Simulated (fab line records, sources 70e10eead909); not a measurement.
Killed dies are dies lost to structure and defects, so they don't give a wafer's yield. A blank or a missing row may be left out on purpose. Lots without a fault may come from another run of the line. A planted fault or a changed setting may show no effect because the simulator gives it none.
Which tool did it? | flow nand_harc | 23 lots, 69 wafers sampled, at 6 steps of a route of 1159

WHAT THE GAUGES READ, wafer by wafer
The record holds no reading of a measuring or inspecting step that can be judged against a usual standard deviation.

WHICH TOOL RAN EACH LOT (tool, then ch and the chambers of the sampled wafers, then the start)
lot  | NHARC_A_STAIRCASE_ETCH_223                    | NHARC_A_STAIRCASE_TRIM_224                    | NHARC_A_STAIRCASE_ETCH_292         | NHARC_A_STAIRCASE_ETCH_313         | NHARC_A_SGD_CUT_STRIP_17                      | NHARC_A_SLIT_DEP_00
L074 | rie_diel-03 ch 0,1,2, day 11 09:59 or earlier | rie_diel-03 ch 0,2,3, day 11 09:59 or earlier | rie_diel-13 ch 1,2,3, day 11 09:59 | rie_diel-03 ch 0,1,2, day 11 17:26 | rie_diel-02 ch 1,3, day 14 07:01 or earlier   | acl_dep-01 ch 0, day 14 07:01
L075 | rie_diel-13 ch 0,2,3, day 11 21:17 or earlier | rie_diel-13 ch 0,1,3, day 11 21:17 or earlier | rie_diel-13 ch 0,2,3, day 11 21:17 | rie_diel-03 ch 0,1,2, day 12 02:22 | rie_diel-02 ch 0,1,3, day 14 18:01 or earlier | acl_dep-01 ch 0, day 14 18:01
L076 | rie_diel-04 ch 0,1,2, day 12 00:04 or earlier | rie_diel-04 ch 1,3, day 12 00:04 or earlier   | rie_diel-03 ch 0,1, day 12 00:04   | rie_diel-03 ch 0,1,3, day 12 05:20 | rie_diel-12 ch 0,2,3, day 14 17:47 or earlier | acl_dep-03 ch 0, day 14 17:47
L077 | rie_diel-13 ch 1,2, day 12 01:47 or earlier   | rie_diel-13 ch 0,1, day 12 01:47 or earlier   | rie_diel-04 ch 1,2,3, day 12 01:47 | rie_diel-13 ch 0,1,2, day 12 08:41 | rie_diel-12 ch 0,2,3, day 15 06:05 or earlier | acl_dep-03 ch 0, day 15 06:05
L078 | rie_diel-04 ch 0,2,3, day 12 08:17 or earlier | rie_diel-04 ch 1,2,3, day 12 08:17 or earlier | rie_diel-03 ch 0,1,2, day 12 08:17 | rie_diel-03 ch 1,2,3, day 12 15:02 | rie_diel-12 ch 0,1,2, day 15 16:24 or earlier | acl_dep-01 ch 0, day 15 16:24
L079 | rie_diel-13 ch 0,1,2, day 12 16:40 or earlier | rie_diel-13 ch 1,2, day 12 16:40 or earlier   | rie_diel-04 ch 0,2, day 12 16:40   | rie_diel-13 ch 1,3, day 12 22:02   | rie_diel-02 ch 0,1,3, day 15 17:59 or earlier | acl_dep-03 ch 0, day 15 17:59
L081 | rie_diel-04 ch 1,2,3, day 13 02:28 or earlier | rie_diel-04 ch 1,2,3, day 13 02:28 or earlier | rie_diel-03 ch 1,2,3, day 13 02:28 | rie_diel-13 ch 0,2, day 13 11:22   | rie_diel-12 ch 1,3, day 15 18:43 or earlier   | acl_dep-01 ch 0, day 15 18:43
L080 | rie_diel-03 ch 0,3, day 13 18:20 or earlier   | rie_diel-03 ch 0,1,3, day 13 18:20 or earlier | rie_diel-04 ch 1,2, day 13 18:20   | rie_diel-13 ch 0,3, day 14 07:12   | rie_diel-12 ch 2,3, day 16 21:50 or earlier   | acl_dep-02 ch 0, day 16 21:50
L082 | rie_diel-04 ch 1,2, day 14 01:29 or earlier   | rie_diel-04 ch 1,2, day 14 01:29 or earlier   | rie_diel-03 ch 0,2,3, day 14 01:29 | rie_diel-03 ch 0,2,3, day 14 09:02 | rie_diel-10 ch 2,3, day 16 19:45 or earlier   | acl_dep-01 ch 0, day 16 19:45
L084 | rie_diel-03 ch 2,3, day 14 00:04 or earlier   | rie_diel-03 ch 1,2, day 14 00:04 or earlier   | rie_diel-04 ch 0,2,3, day 14 00:04 | rie_diel-03 ch 1,2,3, day 14 07:50 | rie_diel-02 ch 1,2, day 16 19:52 or earlier   | acl_dep-02 ch 0, day 16 19:52
L083 | rie_diel-13 ch 0,2,3, day 14 01:42 or earlier | rie_diel-13 ch 0,1,3, day 14 01:42 or earlier | rie_diel-04 ch 1,2,3, day 14 01:42 | rie_diel-04 ch 0,1,3, day 14 08:11 | rie_diel-10 ch 1,2,3, day 16 22:04 or earlier | acl_dep-01 ch 0, day 16 22:04
L085 | rie_diel-04 ch 0,3, day 14 06:01 or earlier   | rie_diel-04 ch 0,1,3, day 14 06:01 or earlier | rie_diel-03 ch 0,1, day 14 06:01   | rie_diel-13 ch 0,3, day 14 11:43   | rie_diel-12 ch 0,2,3, day 16 20:04 or earlier | acl_dep-03 ch 0, day 16 20:04
L086 | rie_diel-13 ch 2,3, day 15 11:47 or earlier   | rie_diel-13 ch 0,2,3, day 15 11:47 or earlier | rie_diel-03 ch 1,2,3, day 15 11:47 | rie_diel-03 ch 0,2,3, day 15 23:10 | rie_diel-12 ch 0,2,3, day 18 14:32 or earlier | acl_dep-01 ch 0, day 18 14:32
L088 | rie_diel-04 ch 0,1,2, day 15 12:03 or earlier | rie_diel-04 ch 0,2,3, day 15 12:03 or earlier | rie_diel-13 ch 0,2,3, day 15 12:03 | rie_diel-04 ch 0,1,3, day 16 00:45 | rie_diel-12 ch 0,1,2, day 18 13:02 or earlier | acl_dep-03 ch 0, day 18 13:02
L087 | rie_diel-03 ch 0,2,3, day 15 13:26 or earlier | rie_diel-03 ch 0,2,3, day 15 13:26 or earlier | rie_diel-04 ch 0,2,3, day 15 13:26 | rie_diel-13 ch 0,2,3, day 16 01:13 | rie_diel-02 ch 0,2,3, day 18 12:59 or earlier | acl_dep-02 ch 0, day 18 12:59
L089 | rie_diel-03 ch 1,2, day 15 15:29 or earlier   | rie_diel-03 ch 1,3, day 15 15:29 or earlier   | rie_diel-13 ch 2,3, day 15 15:29   | rie_diel-03 ch 1,2, day 16 04:25   | rie_diel-02 ch 0,2, day 18 14:57 or earlier   | acl_dep-02 ch 0, day 18 14:57
L091 | rie_diel-13 ch 0,2, day 15 16:52 or earlier   | rie_diel-13 ch 2,3, day 15 16:52 or earlier   | rie_diel-04 ch 1,2, day 15 16:52   | rie_diel-13 ch 1,2, day 16 06:36   | rie_diel-10 ch 0,1,3, day 18 12:38 or earlier | acl_dep-01 ch 0, day 18 12:38
L090 | rie_diel-04 ch 0,1,3, day 15 22:43 or earlier | rie_diel-04 ch 0,1,2, day 15 22:43 or earlier | rie_diel-04 ch 1,2,3, day 15 22:43 | rie_diel-04 ch 0,1,3, day 16 10:55 | rie_diel-02 ch 0,1,2, day 19 00:25 or earlier | acl_dep-02 ch 0, day 19 00:25
L092 | rie_diel-04 ch 1,3, day 16 04:04 or earlier   | rie_diel-04 ch 0,1, day 16 04:04 or earlier   | rie_diel-13 ch 1,2,3, day 16 04:04 | rie_diel-13 ch 1,2,3, day 16 14:41 | rie_diel-12 ch 0,2, day 19 00:38 or earlier   | acl_dep-03 ch 0, day 19 00:38
L094 | rie_diel-03 ch 0,2, day 17 03:57 or earlier   | rie_diel-03 ch 2,3, day 17 03:57 or earlier   | rie_diel-04 ch 0,1, day 17 03:57   | rie_diel-04 ch 1,2, day 17 10:43   | rie_diel-12 ch 0,3, day 19 21:35 or earlier   | acl_dep-01 ch 0, day 19 21:35
L093 | rie_diel-03 ch 0,3, day 17 04:15 or earlier   | rie_diel-03 ch 0,3, day 17 04:15 or earlier   | rie_diel-04 ch 0,1, day 17 04:15   | rie_diel-13 ch 0,1, day 17 10:55   | rie_diel-02 ch 1,2, day 19 22:38 or earlier   | acl_dep-03 ch 0, day 19 22:38
L096 | rie_diel-04 ch 0,2,3, day 17 04:37 or earlier | rie_diel-04 ch 1,2,3, day 17 04:37 or earlier | rie_diel-03 ch 0,2,3, day 17 04:37 | rie_diel-04 ch 0,1,3, day 17 11:14 | rie_diel-10 ch 0,3, day 19 21:27 or earlier   | acl_dep-02 ch 0, day 19 21:27
L097 | rie_diel-13 ch 0,2, day 17 15:21 or earlier   | rie_diel-13 ch 0,3, day 17 15:21 or earlier   | rie_diel-04 ch 1,2,3, day 17 15:21 | rie_diel-03 ch 1,2,3, day 17 20:47 | rie_diel-10 ch 0,3, day 20 03:26 or earlier   | acl_dep-02 ch 0, day 20 03:26
- NHARC_A_STAIRCASE_ETCH_223: etches the open film in C4F8/O2, target depth 100 nm, time 40.5 s.
- NHARC_A_STAIRCASE_TRIM_224: chemistry O2, time 211.2 s.
- NHARC_A_STAIRCASE_ETCH_292: etches the open film in CF4/CHF3.
- NHARC_A_STAIRCASE_ETCH_313: etches the open film in CF4/CHF3.
- NHARC_A_SGD_CUT_STRIP_17: strips in O2.
- NHARC_A_SLIT_DEP_00: deposits aC, target thk 3200 nm.

WHAT THE TOOLS THEMSELVES READ (means of the sampled wafers that have a number; where no wafer has one, the mark that the record gives instead)
NHARC_A_STAIRCASE_ETCH_223.
lot  | tool        | oes_product_au (a.u.) | rf_vpp_V (V)
L074 | rie_diel-03 | 0.933                 | 890
L075 | rie_diel-13 | 0.927                 | 895
L076 | rie_diel-04 | 0.954                 | 898
L077 | rie_diel-13 | 0.938                 | 896
L078 | rie_diel-04 | 0.949                 | 895
L079 | rie_diel-13 | 0.935                 | 896
L081 | rie_diel-04 | 0.943                 | 895
L080 | rie_diel-03 | 0.937                 | 894
L082 | rie_diel-04 | 0.933                 | 898
L084 | rie_diel-03 | 0.934                 | 897
L083 | rie_diel-13 | 0.950                 | 897
L085 | rie_diel-04 | 0.951                 | 894
L086 | rie_diel-13 | 0.957                 | 892
L088 | rie_diel-04 | 0.933                 | 897
L087 | rie_diel-03 | 0.935                 | 893
L089 | rie_diel-03 | 0.947                 | 888
L091 | rie_diel-13 | 0.918                 | 898
L090 | rie_diel-04 | 0.939                 | 894
L092 | rie_diel-04 | 0.946                 | 891
L094 | rie_diel-03 | 0.932                 | 889
L093 | rie_diel-03 | 0.931                 | 898
L096 | rie_diel-04 | 0.944                 | 895
L097 | rie_diel-13 | 0.916                 | 898

NHARC_A_STAIRCASE_TRIM_224.
lot  | tool        | drypump_motor_current_A (A) | oes_product_au (a.u.) | rf_vpp_V (V) | showerhead_plenum_p_Torr (Torr) | throttle_valve_pct (%)
L074 | rie_diel-03 | 6.1                         | 1.001                 | 57.0         | 3.47                            | 17.029
L075 | rie_diel-13 | 5.9                         | 0.988                 | 57.4         | 3.40                            | 17.039
L076 | rie_diel-04 | 5.3                         | 1.011                 | 57.3         | 3.40                            | 17.037
L077 | rie_diel-13 | 5.9                         | 0.984                 | 58.3         | 3.47                            | 17.039
L078 | rie_diel-04 | 5.3                         | 1.004                 | 58.0         | 3.49                            | 17.034
L079 | rie_diel-13 | 5.6                         | 0.997                 | 57.1         | 3.51                            | 17.036
L081 | rie_diel-04 | 5.3                         | 0.998                 | 57.8         | 3.48                            | 17.031
L080 | rie_diel-03 | 6.2                         | 0.998                 | 58.0         | 3.50                            | 17.033
L082 | rie_diel-04 | 5.3                         | 0.998                 | 58.4         | 3.56                            | 17.032
L084 | rie_diel-03 | 6.2                         | 1.001                 | 57.6         | 3.38                            | 17.022
L083 | rie_diel-13 | 5.9                         | 1.005                 | 57.9         | 3.39                            | 17.038
L085 | rie_diel-04 | 5.7                         | 1.002                 | 58.1         | 3.48                            | 17.028
L086 | rie_diel-13 | 5.7                         | 1.000                 | 58.1         | 3.52                            | 17.037
L088 | rie_diel-04 | 6.0                         | 0.994                 | 57.4         | 3.49                            | 17.028
L087 | rie_diel-03 | 6.1                         | 0.988                 | 57.3         | 3.45                            | 17.031
L089 | rie_diel-03 | 6.3                         | 0.995                 | 57.8         | 3.49                            | 17.031
L091 | rie_diel-13 | 5.8                         | 1.021                 | 57.8         | 3.45                            | 17.041
L090 | rie_diel-04 | 5.7                         | 0.996                 | 58.1         | 3.56                            | 17.035
L092 | rie_diel-04 | 5.4                         | 0.995                 | 57.6         | 3.54                            | 17.030
L094 | rie_diel-03 | 6.0                         | 1.008                 | 57.0         | 3.41                            | 17.039
L093 | rie_diel-03 | 6.2                         | 0.996                 | 58.2         | 3.56                            | 17.034
L096 | rie_diel-04 | 5.3                         | 0.992                 | 56.6         | 3.46                            | 17.035
L097 | rie_diel-13 | 6.0                         | 1.002                 | 57.4         | 3.43                            | 17.032

NHARC_A_STAIRCASE_ETCH_292.
lot  | tool        | drypump_motor_current_A (A) | oes_product_au (a.u.) | rf_vpp_V (V) | showerhead_plenum_p_Torr (Torr) | throttle_valve_pct (%)
L074 | rie_diel-13 | 5.7                         | 0.956                 | 369.9        | 1.56                            | 16.809
L075 | rie_diel-13 | 5.7                         | 0.913                 | 371.1        | 1.58                            | 16.799
L076 | rie_diel-03 | 6.2                         | 0.960                 | 368.9        | 1.52                            | 16.799
L077 | rie_diel-04 | 5.3                         | 0.981                 | 370.1        | 1.56                            | 16.802
L078 | rie_diel-03 | 6.1                         | 0.965                 | 368.2        | 1.51                            | 16.815
L079 | rie_diel-04 | 6.0                         | 0.932                 | 372.0        | 1.60                            | 16.803
L081 | rie_diel-03 | 6.2                         | 0.950                 | 370.0        | 1.54                            | 16.804
L080 | rie_diel-04 | 5.0                         | 0.958                 | 371.2        | 1.58                            | 16.803
L082 | rie_diel-03 | 6.0                         | 0.972                 | 368.9        | 1.54                            | 16.801
L084 | rie_diel-04 | 6.0                         | 0.965                 | 371.0        | 1.56                            | 16.805
L083 | rie_diel-04 | 5.3                         | 0.960                 | 369.2        | 1.55                            | 16.803
L085 | rie_diel-03 | 6.2                         | 0.985                 | 368.8        | 1.52                            | 16.799
L086 | rie_diel-03 | 6.2                         | 0.921                 | 369.4        | 1.54                            | 16.795
L088 | rie_diel-13 | 5.7                         | 0.965                 | 370.8        | 1.57                            | 16.799
L087 | rie_diel-04 | 6.0                         | 0.919                 | 369.6        | 1.56                            | 16.796
L089 | rie_diel-13 | 5.5                         | 0.958                 | 372.0        | 1.61                            | 16.807
L091 | rie_diel-04 | 5.3                         | 0.919                 | 371.3        | 1.58                            | 16.795
L090 | rie_diel-04 | 5.3                         | 0.974                 | 370.2        | 1.55                            | 16.807
L092 | rie_diel-13 | 5.7                         | 0.928                 | 370.0        | 1.55                            | 16.791
L094 | rie_diel-04 | 5.3                         | 0.973                 | 371.0        | 1.57                            | 16.800
L093 | rie_diel-04 | 5.4                         | 0.926                 | 370.6        | 1.57                            | 16.804
L096 | rie_diel-03 | 6.1                         | 0.923                 | 369.7        | 1.53                            | 16.802
L097 | rie_diel-04 | 5.3                         | 0.915                 | 370.2        | 1.54                            | 16.809

NHARC_A_STAIRCASE_ETCH_313.
lot  | tool        | drypump_motor_current_A (A) | oes_product_au (a.u.) | rf_vpp_V (V) | showerhead_plenum_p_Torr (Torr) | throttle_valve_pct (%)
L074 | rie_diel-03 | 6.1                         | 0.928                 | 368.1        | 1.51                            | 16.801
L075 | rie_diel-03 | 6.1                         | 0.967                 | 368.7        | 1.51                            | 16.799
L076 | rie_diel-03 | 6.2                         | 0.919                 | 370.0        | 1.56                            | 16.799
L077 | rie_diel-13 | 5.6                         | 0.940                 | 370.2        | 1.59                            | 16.810
L078 | rie_diel-03 | 6.2                         | 0.926                 | 370.7        | 1.54                            | 16.807
L079 | rie_diel-13 | 6.0                         | 0.982                 | 367.1        | 1.48                            | 16.794
L081 | rie_diel-13 | 5.7                         | 0.933                 | 371.6        | 1.61                            | 16.799
L080 | rie_diel-13 | 6.0                         | 0.940                 | 368.4        | 1.50                            | 16.802
L082 | rie_diel-03 | 6.1                         | 0.918                 | 368.9        | 1.54                            | 16.805
L084 | rie_diel-03 | 6.1                         | 0.960                 | 369.8        | 1.54                            | 16.799
L083 | rie_diel-04 | 5.7                         | 0.926                 | 369.7        | 1.55                            | 16.815
L085 | rie_diel-13 | 6.0                         | 0.984                 | 368.6        | 1.50                            | 16.788
L086 | rie_diel-03 | 6.1                         | 0.922                 | 369.2        | 1.54                            | 16.802
L088 | rie_diel-04 | 5.7                         | 0.920                 | 369.2        | 1.55                            | 16.809
L087 | rie_diel-13 | 5.7                         | 0.919                 | 369.8        | 1.57                            | 16.801
L089 | rie_diel-03 | 6.2                         | 0.931                 | 368.2        | 1.50                            | 16.806
L091 | rie_diel-13 | 5.6                         | 0.925                 | 370.2        | 1.56                            | 16.805
L090 | rie_diel-04 | 5.7                         | 0.917                 | 369.2        | 1.55                            | 16.805
L092 | rie_diel-13 | 5.7                         | 0.927                 | 370.8        | 1.55                            | 16.802
L094 | rie_diel-04 | 5.0                         | 0.922                 | 371.0        | 1.57                            | 16.805
L093 | rie_diel-13 | 5.8                         | 0.927                 | 369.4        | 1.52                            | 16.805
L096 | rie_diel-04 | 5.7                         | 0.948                 | 369.7        | 1.54                            | 16.814
L097 | rie_diel-03 | 6.2                         | 0.944                 | 371.9        | 1.61                            | 16.797

NHARC_A_SGD_CUT_STRIP_17.
lot  | tool        | drypump_motor_current_A (A) | oes_product_au (a.u.) | rf_vpp_V (V) | showerhead_plenum_p_Torr (Torr) | throttle_valve_pct (%)
L074 | rie_diel-02 | 6.0                         | 1.001                 | 58.4         | 3.51                            | 17.032
L075 | rie_diel-02 | 6.0                         | 1.004                 | 57.7         | 3.56                            | 17.042
L076 | rie_diel-12 | 5.6                         | 1.008                 | 58.1         | 3.43                            | 17.030
L077 | rie_diel-12 | 5.5                         | 0.998                 | 58.6         | 3.43                            | 17.039
L078 | rie_diel-12 | 5.7                         | 1.014                 | 57.6         | 3.51                            | 17.031
L079 | rie_diel-02 | 6.0                         | 1.002                 | 58.6         | 3.56                            | 17.046
L081 | rie_diel-12 | 5.4                         | 0.998                 | 57.8         | 3.45                            | 17.042
L080 | rie_diel-12 | 5.3                         | 0.983                 | 57.9         | 3.34                            | 17.036
L082 | rie_diel-10 | 5.3                         | 0.999                 | 58.4         | 3.53                            | 17.033
L084 | rie_diel-02 | 6.1                         | 0.981                 | 57.8         | 3.64                            | 17.045
L083 | rie_diel-10 | 5.3                         | 0.994                 | 57.5         | 3.52                            | 17.041
L085 | rie_diel-12 | 5.5                         | 0.990                 | 57.8         | 3.43                            | 17.042
L086 | rie_diel-12 | 5.5                         | 0.989                 | 57.7         | 3.42                            | 17.040
L088 | rie_diel-12 | 5.7                         | 0.992                 | 57.5         | 3.50                            | 17.031
L087 | rie_diel-02 | 5.9                         | 1.003                 | 58.1         | 3.66                            | 17.029
L089 | rie_diel-02 | 5.9                         | 0.998                 | 58.0         | 3.73                            | 17.039
L091 | rie_diel-10 | 5.6                         | 1.011                 | 57.7         | 3.48                            | 17.029
L090 | rie_diel-02 | 6.1                         | 0.993                 | 57.6         | 3.63                            | 17.031
L092 | rie_diel-12 | 5.7                         | 0.977                 | 58.0         | 3.47                            | 17.037
L094 | rie_diel-12 | 5.4                         | 0.986                 | 58.2         | 3.37                            | 17.035
L093 | rie_diel-02 | 6.3                         | 0.994                 | 57.5         | 3.53                            | 17.037
L096 | rie_diel-10 | 5.5                         | 0.995                 | 58.5         | 3.49                            | 17.037
L097 | rie_diel-10 | 5.5                         | 0.998                 | 57.0         | 3.49                            | 17.040

NHARC_A_SLIT_DEP_00.
lot  | tool       | throttle_valve_pct (%)
L074 | acl_dep-01 | 34.995
L075 | acl_dep-01 | 34.999
L076 | acl_dep-03 | 34.993
L077 | acl_dep-03 | 35.003
L078 | acl_dep-01 | 34.999
L079 | acl_dep-03 | 35.004
L081 | acl_dep-01 | 35.001
L080 | acl_dep-02 | 34.994
L082 | acl_dep-01 | 35.003
L084 | acl_dep-02 | 35.013
L083 | acl_dep-01 | 35.001
L085 | acl_dep-03 | 35.008
L086 | acl_dep-01 | 35.001
L088 | acl_dep-03 | 35.012
L087 | acl_dep-02 | 34.995
L089 | acl_dep-02 | 35.007
L091 | acl_dep-01 | 35.000
L090 | acl_dep-02 | 34.999
L092 | acl_dep-03 | 34.994
L094 | acl_dep-01 | 35.006
L093 | acl_dep-03 | 35.015
L096 | acl_dep-02 | 34.998
L097 | acl_dep-02 | 34.996

THE ANSWER, worked out from the rows above alone
Rule: what is usual is taken from the lots themselves. Put in order of their means at a reading, lots are off if they are a third of the lots or fewer, leave a main group of 4 or more, and stand apart from it by a gap of 3 or more times the standard deviation of the main group's means; of several such gaps the widest counts. A main group whose means are all the same, to the digits that the tables above print for the reading, isn't used. A lot without any number at a reading at which 4 lots or more have one is off too. The other lots that the step has rows for count as sound. The gauges are gone through in route order, then the tools' own readings, and for those a lot's mean is taken as printed above. The first step at which some lot is off is used, and at that step the reading that is off furthest; a lot without a number counts as furthest.
No lot is off at any reading shown: from this, nothing can be told.

WHAT THE SIMULATOR HAD PUT IN
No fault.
